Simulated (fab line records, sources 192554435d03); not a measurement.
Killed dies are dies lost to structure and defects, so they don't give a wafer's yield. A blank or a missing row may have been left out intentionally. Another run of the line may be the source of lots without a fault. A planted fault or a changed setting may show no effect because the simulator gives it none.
Matching of chambers | flow n5Finfet | 3 sister chambers for N5_BEOL_M12_DEP_53 on pecvd-03
The step deposits SiCN from 3MS/NH3, target thk 30 nm, time 10.5 s. 6 wafers are shown with their chamber, then 8 later ones without.

== WAFERS PAIRED WITH THEIR CHAMBERS ==
wafer  | chamber | throttleValvePct (%) | showerheadVppV (V)
L084.1 | 2       | 17.6                 | 1653
L084.6 | 1       | 20.7                 | 1595
L085.3 | 0       | 18.0                 | 1631
L085.4 | 1       | 20.9                 | 1593
L085.5 | 0       | 18.1                 | 1614
L090.3 | 2       | 17.6                 | 1656

== WAFERS MISSING THEIR CHAMBER ==
wafer  | throttleValvePct (%) | showerheadVppV (V)
L090.5 | 17.4                 | 1636
L090.6 | 17.8                 | 1643
L092.2 | 18.0                 | 1603
L092.4 | 21.0                 | 1562
L092.6 | 17.6                 | 1640
L095.1 | 20.9                 | 1590
L095.4 | 17.9                 | 1595
L095.5 | 17.6                 | 1656

== WHICH CHAMBER EACH WENT THROUGH ==
wafer  | from the rows above     | in truth
L090.5 | 2                       | 2
L090.6 | can't be placed: 2 or 0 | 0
L092.2 | 0                       | 0
L092.4 | 1                       | 1
L092.6 | 2                       | 2
L095.1 | 1                       | 1
L095.4 | 0                       | 0
L095.5 | 2                       | 2
Placed correctly: 7 of 8. Can't be placed from these rows: 1 (the true chamber is among the candidates in 1). Number placed wrongly: 0.
How it was worked out, from the rows above alone: a wafer's distance from a chamber is the root of the sum, over the readings, of the square of ((its reading less the chamber's mean) divided by the reading's scatter). If the next closest chamber is less than 2 further off than the closest, the wafer can't be placed; otherwise it belongs to the closest. For every chamber, the mean is computed from those of its wafers that are shown. The scatter: take each reading less its chamber's mean, square it, sum over the shown wafers, divide by the number of wafers less the number of chambers, and take the root.
